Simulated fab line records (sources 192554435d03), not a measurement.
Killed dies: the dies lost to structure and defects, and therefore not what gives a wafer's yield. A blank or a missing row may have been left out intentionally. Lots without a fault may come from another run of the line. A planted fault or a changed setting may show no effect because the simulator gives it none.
fab line records | flow n5-finfet
record: lots: 6 wafers: 18 last-day: 19
route steps=1938 shown FIN_SAQP@142 FIN_CUT@154 PASSIVATION@1936
lots with no fault: from the same line, run without faults
start-h: hours from the record's opening day to when the first of the lot's shown wafers began | wait-h: time in hours since the lot's previous step | " identical to the entry in the row above | L1.1+2: a row that stands for several wafers | - no value present, or no start provided | * or withheld: withheld | < > ~ a bound
route shown NAME@n: a module of which the file shows steps, and the number in the route of the first | usual: average and standard deviation across the fault-free wafers | same: alike in all rows | chamber/n: place in a boat | sites: each site's reading | _std_site: the values' standard deviation | _edge_site: outer sites' mean less inner sites' | radius-mm: how far each site lies from the wafer's centre | mask NAME#n: copy n | behind: the last tool/chamber to shape the wafer | hold: why the lot was held/for how many hours/how that ended | device: which transistor (n, p or np) failed to switch | end of line: tests run on the same wafers once the route is complete | for a step that has no rows: nothing shown but its recipe | killed: count of dies lost to structure and defects at first sort (not the wafer's yield) | map: dies across one wafer; x = killed, . = not, _ = none there
set.NAME: the setting as run; set.NAME@STEP: as run at that earlier step | model.NAME: the simulator's own value behind a step, which no gauge read
lots at selected steps of the route; one table per step, one row per wafer
services: from which hour (start-h, from the record's first day; less than 0 if before it) a tool's chamber was out of use, for how many hours, and why
== steps ==
step: N5_FIN_SAQP_HM_OPEN_33
recipe: chemistry: CH3F/O2 target: SiNx mask-material: SiO2 target-depth-a: 494 time-s: 70.6 pressure-mtorr: 30 source-w: 395 bias-w: 73 Ar_flow_sccm: 150 CH3F_flow_sccm: 30 O2_flow_sccm: 20 ion-energy-ev: 120 ends: cleared
usual: drypump-motor-current-A: 5.7/0.43 etch-rf-on-time-s: 69.8/1.2 oes-product-au: 0.65/0.058 rf-vpp-V: 295.3/2.8 showerhead-plenum-p-Torr: 1.98/0.052 throttle-valve-pct: 16.47/0.24
columns lot.wafer tool chamber start-h wait-h drypump-motor-current-A etch-rf-on-time-s oes-product-au rf-hours-counter-h rf-vpp-V showerhead-plenum-p-Torr throttle-valve-pct
L445.2 rie-diel-05 0 45.01 0.2 6.5 68.8 0.60 234 295.9 1.97 16.25
L445.3 " 3 " " 5.4 70.7 0.63 162 291.3 1.99 16.71
L445.6 " 2 " " 6.3 69.0 0.66 - 294.3 2.00 16.37
L450.1 rie-diel-05 1 74.81 0.2 6.5 68.6 0.63 176 291.2 1.91 16.50
L450.3 " 2 " " 6.2 69.5 0.66 142 295.5 2.00 16.39
L450.6 " 1 " " 6.5 69.5 0.63 - 291.6 1.91 16.51
L453.1 rie-diel-03 0 95.13 0.0 5.7 69.8 0.65 135 290.6 1.92 16.50
L453.4 " 0 " " 5.7 71.4 0.65 - 290.6 1.92 16.49
L453.6 " 3 " " 5.3 69.8 0.62 - 297.5 1.98 16.23
L454.1 rie-diel-03 3 100.20 0.2 5.3 68.0 0.62 179 297.0 1.98 16.24
L454.3 " 0 " " 5.7 71.0 0.65 137 291.7 1.92 16.49
L454.5 " 0 " " 5.7 71.7 0.64 - 289.3 1.92 16.50
L459.1 rie-diel-03 1 129.57 0.1 5.4 67.4 0.60 220 296.0 1.97 16.74
L459.3 " 2 " " 5.8 67.2 0.82 8 297.0 2.13 16.15
L459.6 " 1 " " 5.5 69.6 0.60 - 297.1 1.97 16.76
L463.1 rie-diel-05 3 152.41 0.0 5.4 70.0 0.60 200 292.0 1.98 16.78
L463.2 " 2 " " 6.3 69.3 0.63 173 296.2 1.99 16.45
L463.5 " 3 " " 5.4 70.3 0.60 - 292.8 1.98 16.77
step: N5_FIN_SAQP_ETCH_34
recipe: chemistry: C4F6/O2 target: SiO2 target-depth-a: 450 time-s: 15 ion-energy-ev: 250 pressure-mtorr: 30 source-w: 345 bias-w: 185 Ar_flow_sccm: 300 C4F6_flow_sccm: 10 O2_flow_sccm: 10 ends: cleared
usual: drypump-motor-current-A: 5.7/0.44 etch-rf-on-time-s: 15.05/0.19 oes-product-au: 0.65/0.058 rf-vpp-V: 661/6.4 showerhead-plenum-p-Torr: 2.81/0.071 throttle-valve-pct: 21.20/0.25
columns lot.wafer tool chamber start-h wait-h drypump-motor-current-A etch-rf-on-time-s oes-product-au rf-hours-counter-h rf-vpp-V showerhead-plenum-p-Torr throttle-valve-pct
L445.2 rie-diel-05 0 45.08 0.0 6.5 14.94 0.60 234 661 2.81 20.88
L445.3 " 3 " " 5.4 15.14 0.63 162 652 2.84 21.47
L445.6 " 2 " " 6.3 14.83 0.66 - 662 2.85 21.10
L450.1 rie-diel-05 1 74.88 0.0 6.5 14.90 0.64 176 652 2.72 21.22
L450.3 " 2 " " 6.3 14.99 0.65 142 662 2.84 21.11
L450.6 " 1 " " 6.4 14.87 0.63 - 652 2.72 21.22
L453.1 rie-diel-03 0 95.20 0.0 5.7 15.28 0.65 135 650 2.74 21.22
L453.4 " 0 " " 5.7 15.35 0.65 - 651 2.74 21.22
L453.6 " 3 " " 5.3 15.31 0.62 - 665 2.82 20.89
L454.1 rie-diel-03 3 100.27 0.0 5.3 15.11 0.62 179 664 2.82 20.91
L454.3 " 0 " " 5.7 15.34 0.66 137 650 2.74 21.22
L454.5 " 0 " " 5.7 15.48 0.65 - 649 2.74 21.22
L459.1 rie-diel-03 1 129.64 0.0 5.4 15.02 0.60 220 660 2.81 21.46
L459.3 " 2 " " 5.8 14.79 0.83 8 666 3.03 20.95
L459.6 " 1 " " 5.4 15.01 0.60 - 661 2.81 21.45
L463.1 rie-diel-05 3 152.48 0.0 5.4 15.09 0.60 201 652 2.82 21.53
L463.2 " 2 " " 6.3 14.85 0.63 173 662 2.83 21.15
L463.5 " 3 " " 5.4 15.01 0.60 - 654 2.82 21.52
step: N5_FIN_SAQP_STRIP_77
recipe: chemistry: N2/H2 time-s: 90 power-w: 100 temp-c: 40 pressure-mtorr: 100 rf-frequency-hz: 6e+07 bias-power-w: 3 n2-flow-sccm: 300 h2-flow-sccm: 300
usual: drypump-motor-current-A: 5.7/0.44 h2-flow-sccm: 300.0/0.82 oes-product-au: 0.76/0.068 rf-vpp-V: 45.3/0.88 showerhead-plenum-p-Torr: 3.34/0.084 temp-c: 39.99/0.1 throttle-valve-pct: 12.41/0.24
columns lot.wafer tool chamber start-h wait-h drypump-motor-current-A h2-flow-sccm oes-product-au rf-hours-counter-h rf-vpp-V showerhead-plenum-p-Torr temp-c throttle-valve-pct
L445.2 rie-diel-05 0 45.10 0.0 6.5 300.3 0.70 234 44.2 3.33 40.04 12.25
L445.3 " 3 " " 5.4 299.2 0.73 162 46.3 3.36 40.23 12.58
L445.6 " 2 " " 6.3 298.2 0.77 - 44.2 3.39 40.21 12.29
L450.1 rie-diel-05 1 74.90 0.0 6.5 301.1 0.75 176 44.9 3.24 39.92 12.47
L450.3 " 2 " " 6.3 299.6 0.75 142 46.7 3.38 39.93 12.31
L450.6 " 1 " " 6.5 299.9 0.74 - 43.9 3.24 39.81 12.50
L453.1 rie-diel-03 0 95.22 0.0 5.7 300.2 0.76 135 45.9 3.26 39.96 12.46
L453.4 " 0 " " 5.8 300.5 0.76 - 45.2 3.26 39.96 12.46
L453.6 " 3 " " 5.3 301.0 0.74 - 47.0 3.36 39.97 12.21
L454.1 rie-diel-03 3 100.29 0.0 5.3 299.6 0.73 179 44.7 3.36 39.94 12.21
L454.3 " 0 " " 5.8 300.4 0.76 137 44.7 3.26 40.11 12.47
L454.5 " 0 " " 5.7 300.6 0.75 - 44.4 3.26 40.20 12.46
L459.1 rie-diel-03 1 129.66 0.0 5.5 299.5 0.70 220 44.2 3.33 39.98 12.71
L459.3 " 2 " " 5.8 300.7 0.97 8 45.9 3.59 40.06 12.00
L459.6 " 1 " " 5.5 299.0 0.70 - 45.7 3.33 40.04 12.72
L463.1 rie-diel-05 3 152.50 0.0 5.4 300.2 0.70 201 44.7 3.34 39.94 12.69
L463.2 " 2 " " 6.3 301.1 0.73 174 46.1 3.37 40.16 12.40
L463.5 " 3 " " 5.4 299.9 0.71 - 46.8 3.34 39.96 12.69
step: N5_FIN_SAQP_HM_CD_35
recipe: target-cd-nm: 8 polarity: line
usual: cd-nm: 8.07/0.24
columns lot.wafer tool chamber start-h wait-h cd-nm
L445.2 cd-sem-01 - 45.23 0.1 8.44
L445.3 " - " " 7.99
L445.6 " - " " 8.13
L450.1 cd-sem-02 - 75.03 0.1 8.53
L450.3 " - " " 8.25
L450.6 " - " " 7.96
L453.1 cd-sem-01 - 95.35 0.1 8.06
L453.4 " - " " 8.12
L453.6 " - " " 8.12
L454.1 cd-sem-02 - 100.42 0.1 7.93
L454.3 " - " " 8.39
L454.5 " - " " 8.05
L459.1 cd-sem-03 - 129.79 0.1 8.28
L459.3 " - " " 8.52
L459.6 " - " " 8.36
L463.1 cd-sem-03 - 152.63 0.1 8.11
L463.2 " - " " 8.17
L463.5 " - " " 8.03
step: N5_FIN_SAQP_ETCH_64
recipe: chemistry: CF4 target: SiO2 target-depth-a: 15 ion-energy-ev: 350 pressure-mtorr: 10 icp-w: 800 bias-w: 400 cf4-flow-sccm: 80
usual: drypump-motor-current-A: 5.7/0.5 oes-product-au: 1.000/0.02 throttle-valve-pct: 21.81/0.22
columns lot.wafer tool chamber start-h wait-h drypump-motor-current-A oes-product-au rf-hours-counter-h throttle-valve-pct
L445.2 rie-si-05 1 45.27 0.0 6.2 0.982 62 22.11
L445.3 " 0 " " 4.9 1.021 14 21.82
L445.6 " 1 " " 6.2 0.997 - 22.13
L450.1 rie-si-01 1 75.07 0.0 6.3 1.040 61 21.68
L450.3 " 3 " " 5.6 1.020 192 21.52
L450.6 " 0 " " 4.9 1.015 - 22.03
L453.1 rie-si-01 1 95.40 0.0 6.4 1.040 61 21.66
L453.4 " 2 " " 6.0 1.024 - 21.95
L453.6 " 1 " " 6.4 1.030 - 21.65
L454.1 rie-si-05 2 100.46 0.0 5.8 0.980 145 22.01
L454.3 " 0 " " 4.9 1.026 15 21.82
L454.5 " 3 " " 6.2 0.972 - 21.81
L459.1 rie-si-06 3 129.84 0.0 5.1 0.977 63 22.04
L459.3 " 1 " " 5.7 0.989 17 21.53
L459.6 " 2 " " 6.3 0.977 - 21.64
L463.1 rie-si-01 3 152.68 0.0 5.6 1.024 193 21.53
L463.2 " 2 " " 6.0 1.023 91 21.97
L463.5 " 1 " " 6.3 1.040 - 21.66
step: N5_FIN_SAQP_FIN_ETCH_36
recipe: chemistry: HBr/Cl2/O2 target-depth-a: 1200 mask-material: SiNx time-s: 50.4 bias-w: 102 pressure-mtorr: 10 icp-w: 800 HBr_flow_sccm: 150 Cl2_flow_sccm: 80 O2_flow_sccm: 12
usual: drypump-motor-current-A: 5.8/0.5 oes-product-au: 0.999/0.02 throttle-valve-pct: 36.05/0.25
columns lot.wafer tool chamber start-h wait-h drypump-motor-current-A oes-product-au rf-hours-counter-h throttle-valve-pct
L445.2 rie-si-05 1 45.29 0.0 6.2 0.980 62 36.44
L445.3 " 0 " " 4.9 1.012 14 35.94
L445.6 " 1 " " 6.2 0.968 - 36.43
L450.1 rie-si-01 1 75.09 0.0 6.3 1.032 61 35.84
L450.3 " 3 " " 5.6 1.025 192 35.66
L450.6 " 0 " " 4.9 1.003 - 36.17
L453.1 rie-si-01 1 95.42 0.0 6.3 1.017 61 35.83
L453.4 " 2 " " 6.0 1.017 - 36.40
L453.6 " 1 " " 6.3 1.031 - 35.83
L454.1 rie-si-05 2 100.48 0.0 5.8 0.985 145 36.27
L454.3 " 0 " " 4.9 1.018 15 35.95
L454.5 " 3 " " 6.2 0.957 - 36.23
L459.1 rie-si-06 3 129.86 0.0 5.1 0.986 63 36.20
L459.3 " 1 " " 5.7 0.984 17 35.83
L459.6 " 2 " " 6.3 0.984 - 35.88
L463.1 rie-si-01 3 152.70 0.0 5.6 1.021 193 35.65
L463.2 " 2 " " 6.0 1.031 91 36.37
L463.5 " 1 " " 6.4 1.030 - 35.80
step: N5_FIN_SAQP_CD_MEAS_37
recipe: target-cd-nm: 8 polarity: line
usual: cd-nm: 8.10/0.23
columns lot.wafer tool chamber start-h wait-h cd-nm
L445.2 cd-sem-02 - 45.41 0.1 7.82
L445.3 " - " " 8.15
L445.6 " - " " 7.90
L450.1 cd-sem-02 - 75.22 0.1 7.96
L450.3 " - " " 8.55
L450.6 " - " " 8.13
L453.1 cd-sem-02 - 95.53 0.1 8.14
L453.4 " - " " 8.18
L453.6 " - " " 8.25
L454.1 cd-sem-03 - 100.60 0.1 8.18
L454.3 " - " " 8.23
L454.5 " - " " 7.78
L459.1 cd-sem-01 - 129.97 0.1 8.18
L459.3 " - " " 8.34
L459.6 " - " " 7.72
L463.1 cd-sem-02 - 152.82 0.1 7.94
L463.2 " - " " 8.15
L463.5 " - " " 8.05
step: N5_FIN_SAQP_PRECLEAN_38
recipe: chemistry: O3/DIW time-s: 45 temp-c: 22 o3-ppm: 10
step: N5_FIN_SAQP_PRECLEAN_45
recipe: chemistry: dHF time-s: 10 dilution: 500:1 temp-c: 25
step: N5_FIN_SAQP_SRD_39
recipe: dry: ipa-marangoni time-s: 30 temp-c: 23 rinse-liquid: diw
step: N5_FIN_SAQP_OCD_MEAS_76
usual: trench-depth-nm: 119.3/1.3
columns lot.wafer tool chamber start-h wait-h trench-depth-nm
L445.2 ocd-01 - 45.51 0.0 118.5
L445.3 " - " " 118.5
L445.6 " - " " 118.6
L450.1 ocd-01 - 75.32 0.0 120.6
L450.3 " - " " 120.8
L450.6 " - " " 119.8
L453.1 ocd-02 - 95.64 0.0 120.2
L453.4 " - " " 117.3
L453.6 " - " " 121.6
L454.1 ocd-01 - 100.70 0.0 116.8
L454.3 " - " " 118.3
L454.5 " - " " 116.7
L459.1 ocd-02 - 130.08 0.0 119.2
L459.3 " - " " 118.2
L459.6 " - " " 118.8
L463.1 ocd-02 - 152.92 0.0 121.5
L463.2 " - " " 120.2
L463.5 " - " " 122.6
step: N5_FIN_SAQP_INSPECT_40
recipe: inspect-instrument: brightfield mode: aei
usual: raw-defect-count: 244/75
columns lot.wafer tool chamber start-h wait-h raw-defect-count
L445.2 defect-inspect-02 - 45.54 0.0 283
L445.3 " - " " 193
L445.6 " - " " 169
L450.1 defect-inspect-01 - 75.35 0.0 263
L450.3 " - " " 241
L450.6 " - " " 208
L453.1 defect-inspect-02 - 95.67 0.0 154
L453.4 " - " " 107
L453.6 " - " " 195
L454.1 defect-inspect-02 - 100.73 0.0 209
L454.3 " - " " 221
L454.5 " - " " 223
L459.1 defect-inspect-02 - 130.11 0.0 274
L459.3 " - " " 237
L459.6 " - " " 390
L463.1 defect-inspect-02 - 152.95 0.0 269
L463.2 " - " " 211
L463.5 " - " " 322
step: N5_FIN_CUT_COAT_18
recipe: resist: SOC temp-c: 250 time-s: 60 spin-rpm: 1500 resist-thk-nm: 230
usual: chill-plate-temp-C: 22.99/0.092 dispense-pressure-kPa: 52.0/0.9 heater-power-total-W: 500.7/1.7 plate-temp-C: 250.00/0.15 resist-line-temp-C: 23.01/0.11
columns lot.wafer tool chamber start-h wait-h chill-plate-temp-C dispense-pressure-kPa heater-power-total-W plate-temp-C resist-line-temp-C
L445.2 litho-track-01 0 45.57 0.0 23.13 51.2 498.5 249.76 23.23
L445.3 " 0 " " 23.15 51.2 503.4 249.79 23.04
L445.6 " 0 " " 22.98 51.2 498.2 250.00 22.94
L450.1 litho-track-04 0 75.39 0.0 22.88 52.9 500.4 249.87 22.81
L450.3 " 0 " " 22.99 52.9 497.5 249.78 22.95
L450.6 " 0 " " 22.98 52.9 501.9 250.12 23.06
L453.1 litho-track-01 0 95.70 0.0 22.91 51.2 513.2 253.90 23.17
L453.4 " 0 " " 22.93 51.2 512.5 254.11 22.91
L453.6 " 0 " " 22.89 51.2 512.4 253.87 22.86
L454.1 litho-track-01 0 100.77 0.0 22.93 51.2 510.0 254.14 23.10
L454.3 " 0 " " 22.99 51.2 508.5 254.02 23.18
L454.5 " 0 " " 22.92 51.2 511.4 254.12 23.15
L459.1 litho-track-04 0 130.14 0.0 23.04 52.9 503.1 249.94 23.00
L459.3 " 0 " " 23.03 52.9 498.6 249.83 23.08
L459.6 " 0 " " 22.94 52.9 501.6 249.73 23.17
L463.1 litho-track-04 0 152.98 0.0 22.99 52.9 501.1 249.81 22.91
L463.2 " 0 " " 23.05 52.9 503.0 250.04 22.83
L463.5 " 0 " " 23.06 52.9 501.3 250.19 22.89
step: N5_FIN_CUT_COAT_19
recipe: resist: SiARC temp-c: 220 time-s: 60 spin-rpm: 1500 resist-thk-nm: 20
step: N5_PASSIVATION_PROBE_49
usual: defect-limited-yield: 91.1/1.4 killed_at_M0_to_M3: 34/10 killed_at_M4_up: 14/5.5 killed-at-contacts: 12/5.1 killed-at-front-end: 41/12 killed-at-other: 4/3.1 killed-dies: 105/17 killed-open: 70/13 killed-short: 33/7.6 sort_bin_5_function: 5.3/0.98 sort_bin_6_memory: 3.3/0.67 sort-n-pass: 1075/17 sort-yield-pct: 91.1/1.4
same: gross-dies: 1180 killed-at-back-side: 0 sort_bin_4_leakage[%]: 0 sort_bin_8_speed[%]: 0
columns lot.wafer tool chamber start-h wait-h defect-limited-yield[%] killed_at_M0_to_M3 killed_at_M4_up killed-at-contacts killed-at-front-end killed-at-other killed-dies killed-open killed-short sort_bin_5_function[%] sort_bin_6_memory[%] sort-n-pass sort-yield-pct[%]
L445.2 prober-02 - 341.29 0.1 88.2 39 3 21 75 1 139 99 40 7.6 3.8 1041 88.2
L445.3 prober-02 - 341.34 0.1 90.1 25 9 14 61 8 117 76 41 5.4 4.3 1063 90.1
L445.6 prober-02 - 341.49 0.3 90.6 36 15 15 45 0 111 81 30 5.8 3.4 1069 90.6
L450.1 prober-02 - 373.05 0.0 92.4 29 13 7 41 0 90 51 38 4.7 2.5 1090 92.4
L450.3 prober-02 - 373.15 0.1 91.4 33 17 21 29 1 101 65 31 5.2 2.9 1079 91.4
L450.6 prober-02 - 373.30 0.3 93.9 19 6 12 33 2 72 44 26 3.4 2.6 1108 93.9
L454.1 prober-01 - 382.76 0.0 92.6 47 5 14 15 6 87 59 27 4.2 2.9 1093 92.6
L454.3 prober-01 - 382.86 0.1 93.7 39 8 6 14 7 74 43 28 4.2 1.9 1106 93.7
L454.5 prober-01 - 382.96 0.2 93.9 34 10 8 20 0 72 46 22 2.7 3.1 1108 93.9
L459.1 prober-01 - 408.93 0.0 90.9 28 9 22 44 4 107 68 37 6.3 2.6 1073 90.9
L459.3 prober-01 - 409.03 0.1 90.6 34 18 19 38 2 111 65 45 6.3 2.8 1069 90.6
L459.6 prober-01 - 409.18 0.3 93.1 18 13 5 40 6 82 50 31 4.5 2.2 1098 93.1
L463.1 prober-01 - 451.56 0.0 93.1 33 11 7 27 4 82 53 28 4.4 2.4 1098 93.1
L463.2 prober-01 - 451.61 0.1 93.0 33 8 9 27 6 83 52 27 3.8 3.1 1097 93.0
L463.5 prober-01 - 451.76 0.2 91.7 32 11 11 39 5 98 62 34 5.2 2.9 1082 91.7
killed by level:class
L445.2 STI_FIN_REVEAL:geometric-particle:open=23 MOL_CONTACT_COAG:geometric-particle:open=18 BEOL_M2:geometric-particle:open=16 FIN_SAQP:geometric-particle:open=12 FIN_SAQP:geometric-particle:short=9 BEOL_M0_SAQP:geometric-particle:short=9 DUMMY_GATE:geometric-particle:open=8 STI_FIN_REVEAL:geometric-particle:short=6
L445.3 MOL_CONTACT_COAG:geometric-particle:open=12 GATE_CUT:geometric-particle:short=11 FIN_SAQP:geometric-particle:open=10 FIN_SAQP:geometric-particle:short=7 STI_FIN_REVEAL:geometric-particle:open=7 ILD0:geometric-particle:short=7 BEOL_M0_SAQP:geometric-particle:open=7 BEOL_M2:geometric-particle:open=6
L445.6 MOL_CONTACT_COAG:geometric-particle:open=12 FIN_SAQP:geometric-particle:open=10 DUMMY_GATE:geometric-particle:open=9 FIN_SAQP:geometric-particle:short=8 BEOL_M3:geometric-particle:open=8 BEOL_M2:geometric-particle:open=7 BEOL_M0_SAQP:geometric-particle:open=6 BEOL_M4:geometric-particle:open=5
L450.1 FIN_SAQP:geometric-particle:open=13 BEOL_M0_SAQP:geometric-particle:short=8 DUMMY_GATE:geometric-particle:open=7 BEOL_M0_SAQP:geometric-particle:open=7 FIN_SAQP:geometric-particle:short=6 GATE_CUT:geometric-particle:short=4 MOL_CONTACT_COAG:geometric-particle:open=4 BEOL_M2:geometric-particle:open=4
L450.3 MOL_CONTACT_COAG:geometric-particle:open=17 STI_FIN_REVEAL:geometric-particle:open=8 BEOL_M0_SAQP:geometric-particle:short=7 BEOL_M0_SAQP:geometric-particle:open=6 BEOL_M1:geometric-particle:open=6 GATE_CUT:geometric-particle:short=5 BEOL_M2:geometric-particle:open=5 MOL_CONTACT_COAG:geometric-particle:short=4
L450.6 MOL_CONTACT_COAG:geometric-particle:open=10 BEOL_M0_SAQP:geometric-particle:open=9 STI_FIN_REVEAL:geometric-particle:open=6 FIN_SAQP:geometric-particle:short=5 BEOL_M0_SAQP:geometric-particle:short=5 FIN_SAQP:geometric-particle:open=4 STARTING-WAFER:geometric-particle:short=4 DUMMY_GATE:geometric-particle:open=3
L454.1 BEOL_M3:geometric-particle:open=14 MOL_CONTACT_COAG:geometric-particle:open=12 BEOL_M0_SAQP:geometric-particle:short=10 BEOL_M2:geometric-particle:open=9 BEOL_M0_SAQP:geometric-particle:open=6 BEOL_M1:geometric-particle:open=5 GATE_CUT:geometric-particle:open=3 MIM_TOP_ETCH:geometric-particle:open=3
L454.3 BEOL_M2:geometric-particle:open=12 BEOL_M3:geometric-particle:open=10 BEOL_M1:geometric-particle:short=8 FIN_SAQP:geometric-particle:short=5 MOL_CONTACT_COAG:geometric-particle:open=5 MIM_TOP_ETCH:geometric-particle:short=5 BEOL_M1:geometric-particle:open=4 BEOL_M4:geometric-particle:open=4
L454.5 MOL_CONTACT_COAG:geometric-particle:open=7 BEOL_M2:geometric-particle:open=7 BEOL_M0_SAQP:geometric-particle:open=6 BEOL_M3:geometric-particle:open=6 GATE_CUT:geometric-particle:short=5 BEOL_M0_SAQP:geometric-particle:short=5 BEOL_M2:geometric-particle:short=4 STI_FIN_REVEAL:geometric-particle:open=3
L459.1 MOL_CONTACT_COAG:geometric-particle:open=20 FIN_SAQP:geometric-particle:open=8 FIN_SAQP:geometric-particle:short=7 STI_FIN_REVEAL:geometric-particle:open=7 BEOL_M2:geometric-particle:open=7 BEOL_M1:geometric-particle:short=5 GATE_CUT:geometric-particle:open=4 BEOL_M0_SAQP:geometric-particle:open=4
L459.3 MOL_CONTACT_COAG:geometric-particle:open=15 BEOL_M0_SAQP:geometric-particle:short=10 STI_FIN_REVEAL:geometric-particle:open=7 BEOL_M4:geometric-particle:open=7 BEOL_M0_SAQP:geometric-particle:open=6 FIN_SAQP:geometric-particle:short=5 FIN_CUT:geometric-particle:short=5 GATE_CUT:geometric-particle:open=5
L459.6 STI_FIN_REVEAL:geometric-particle:open=15 FIN_SAQP:geometric-particle:short=7 BEOL_M0_SAQP:geometric-particle:short=5 BEOL_M0_SAQP:geometric-particle:open=5 GATE_CUT:geometric-particle:short=4 MOL_CONTACT_COAG:geometric-particle:short=4 BEOL_M5:geometric-particle:open=4 DUMMY_GATE:geometric-particle:open=3
L463.1 BEOL_M0_SAQP:geometric-particle:short=8 FIN_SAQP:geometric-particle:short=7 FIN_SAQP:geometric-particle:open=7 MOL_CONTACT_COAG:geometric-particle:open=7 BEOL_M4:geometric-particle:open=5 BEOL_M0_SAQP:geometric-particle:open=5 BEOL_M1:geometric-particle:open=5 BEOL_M3:geometric-particle:open=5
L463.2 BEOL_M3:geometric-particle:open=14 MOL_CONTACT_COAG:geometric-particle:open=6 BEOL_M0_SAQP:geometric-particle:open=6 SPACER0:geometric-particle:short=5 BEOL_M1:geometric-particle:open=4 FIN_SAQP:geometric-particle:short=3 DUMMY_GATE:geometric-particle:short=3 SPACER0:geometric-particle:open=3
L463.5 STI_FIN_REVEAL:geometric-particle:open=15 BEOL_M3:geometric-particle:open=13 MOL_CONTACT_COAG:geometric-particle:open=7 BEOL_M0_SAQP:geometric-particle:short=6 STI_FIN_REVEAL:geometric-particle:short=4 GATE_CUT:geometric-particle:short=4 MOL_CONTACT_COAG:geometric-particle:short=4 BEOL_M1:geometric-particle:open=4
== services ==
columns tool chamber start-h hours kind
rie-si-01 - 22.71 15.6 pm
rie-si-06 0 23.46 - clean
rie-si-06 0 23.46 - consumable-replace:focus-ring
rie-si-06 0 23.46 15.7 scheduled-down
rie-si-06 0 23.46 15.7 vent-cycle
rie-si-01 2 40.19 13.8 repair
rie-si-01 1 45.31 7.2 repair
litho-track-01 - 47.36 - consumable-replace:filter
rie-si-05 - 51.35 4.3 pm
rie-diel-05 0 89.36 11.4 repair
rie-diel-03 2 92.45 - clean
rie-diel-03 2 92.45 - consumable-replace:focus-ring
rie-diel-03 2 92.45 - consumable-replace:showerhead
rie-diel-03 2 92.45 16.9 scheduled-down
rie-diel-03 2 92.45 16.9 vent-cycle
rie-si-06 0 92.63 3.5 repair
rie-si-01 0 95.30 1.6 repair
rie-si-06 3 101.87 7.9 repair
rie-si-01 - 108.08 2.8 pm
rie-diel-05 0 111.47 - clean
rie-diel-05 0 111.47 - consumable-replace:focus-ring
rie-diel-05 0 111.47 29.9 scheduled-down
rie-diel-05 0 111.47 29.9 vent-cycle
== key ==
first-sign: step: N5_FIN_CUT_COAT_18 reading: plate-temp-C direction: up sigmas: 27 usual: * struck: *
effect: step: N5_FIN_CUT_COAT_18 reading: heater-power-total-W direction: up sigmas: 6.3 usual: * struck: *
met-at N5_FIN_CUT_COAT_18
struck-wafers L453.1,L453.4,L453.6,L454.1,L454.3,L454.5
rows-end L453.1,L453.4,L453.6
onset-between 45.57 95.70
fault: kind: process-parameter-drift tool: litho-track-01 chamber: - onset-h: 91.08 steps: N5_FIN_CUT_COAT_18 channel: temp-c offset: * shape: step acts-in: * stated: *
rows-end: these wafers met a further fault down the route, and their rows from its step on are left out
